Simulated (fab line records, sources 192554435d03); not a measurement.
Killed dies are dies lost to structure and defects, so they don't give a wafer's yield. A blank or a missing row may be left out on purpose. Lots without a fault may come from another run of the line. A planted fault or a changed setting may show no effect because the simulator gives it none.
Split-lot experiment | flow n5_finfet | 7 lots, 21 wafers read, on a route of 1938 steps

THE SPLIT
At N5_BEOL_M0_SAQP_ETCH_88 (etches underlayer in N2/H2, target depth 6.5 nm, time 5.2 s), the setting source_w was moved away from the recipe's 840 W on 5 of the 21 wafers read, by -8.6% to -4.7%. The other wafers ran this setting at the recipe's value.

The reading is taken at the split's own step.

THE READING
rf_vpp_V, in V, at N5_BEOL_M0_SAQP_ETCH_88 (etches underlayer in N2/H2, target depth 6.5 nm, time 5.2 s). Fault-free wafers of this fab line usually give 523.5 V, standard deviation 2.8 V.

wafer  | tool, chamber at the split | source_w as run, W | against the recipe | rf_vpp_V, V | against lot-mates on the recipe
L077.2 | rie_diel-03, 3             | 767.6              | -8.6%              | 543.3       | +21.9
L077.4 | rie_diel-03, 2             | 767.6              | -8.6%              | 535.8       | +14.4
L077.5 | rie_diel-03, 0             | 840                | recipe             | 521.4       | -
L079.1 | rie_diel-03, 1             | 840                | recipe             | 525.2       | -
L079.5 | rie_diel-03, 2             | 840                | recipe             | 521.5       | -
L079.6 | rie_diel-03, 1             | 840                | recipe             | 523.9       | -
L082.1 | rie_diel-02, 3             | 840                | recipe             | 520.9       | -
L082.2 | rie_diel-02, 1             | 840                | recipe             | 520.7       | -
L082.5 | rie_diel-02, 3             | 840                | recipe             | 518.7       | -
L085.1 | rie_diel-04, 2             | 840                | recipe             | 523.0       | -
L085.5 | rie_diel-04, 3             | 840                | recipe             | 528.8       | -
L085.6 | rie_diel-04, 2             | 840                | recipe             | 523.4       | -
L089.1 | rie_diel-03, 2             | 840                | recipe             | 521.1       | -
L089.2 | rie_diel-03, 1             | 800.8              | -4.7%              | 533.6       | +12.5
L089.6 | rie_diel-03, 0             | 800.8              | -4.7%              | 529.9       | +8.8
L093.4 | rie_diel-04, 0             | 840                | recipe             | 517.6       | -
L093.5 | rie_diel-04, 0             | 840                | recipe             | 519.5       | -
L093.6 | rie_diel-04, 3             | 840                | recipe             | 527.4       | -
L095.1 | rie_diel-03, 2             | 840                | recipe             | 521.0       | -
L095.2 | rie_diel-03, 1             | 840                | recipe             | 523.2       | -
L095.4 | rie_diel-03, 3             | 771.5              | -8.2%              | 541.6       | +19.5

THE FIT
A straight line over all 21 wafers: rf_vpp_V changes by -2.1 V for each +1% of source_w; r = -0.91; the points scatter about the line by 3 V.
The same after taking each lot's own level away (the mean of its wafers on the recipe; 21 wafers): -2.21 V for each +1%; r = -0.94; scatter 2.6 V.
On that fit, the largest move of source_w shifts the reading by 19 V.
The lots' own levels span 520.10 to 525.07 V, that is 1.8 times the standard deviation above.
So the lot-to-lot level changes the slope little: the two slopes agree.
Check: with one of the wafers moved furthest among these (-8.6%) left out of the fit, the line predicts +17.9 V for it against its lot-mates. It came out at +21.9 V against them.
Tool readings at the split's step, against how far the setting was moved: etch_rf_on_time_s r = -0.84; rf_vpp_V r = -0.91.

OTHER SPLITS ON THESE WAFERS
These wafers also went through other splits before the reading. Each is held against what the fit with the lots' levels taken away leaves over:
other split on the same wafers            | wafers away from the commonest value | r with rf_vpp_V (lot level and that fit taken away)
N5_HKMG_FIN_ETCH_55 bias_w                | 5                                    | -0.13
N5_GATE_CUT_DESCUM_18 time_s              | 5                                    | +0.01
N5_MOL_CONTACT_COAG_COAT_34 spin_rpm      | 7                                    | +0.28
N5_BEOL_M0_SAQP_PECVD_04 time_s           | 9                                    | -0.13
N5_BEOL_M0_SAQP_DEVELOP_13 develop_time_s | 4                                    | +0.20

THE WHOLE CHAIN: every reading that the file lists as answering this split, in the file's order
step                    | what it does                                                | reading           | change (the file's fit)              | r (the file's)
N5_BEOL_M0_SAQP_ETCH_88 | etches underlayer in N2/H2, target depth 6.5 nm, time 5.2 s | etch_rf_on_time_s | withheld for each +1% of the setting | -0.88
N5_BEOL_M0_SAQP_ETCH_88 | etches underlayer in N2/H2, target depth 6.5 nm, time 5.2 s | rf_vpp_V          | -2.25 V for each +1% of the setting  | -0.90

THE FILE'S OWN FIT
rf_vpp_V changes by -2.25 V for each +1% of source_w, r = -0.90.
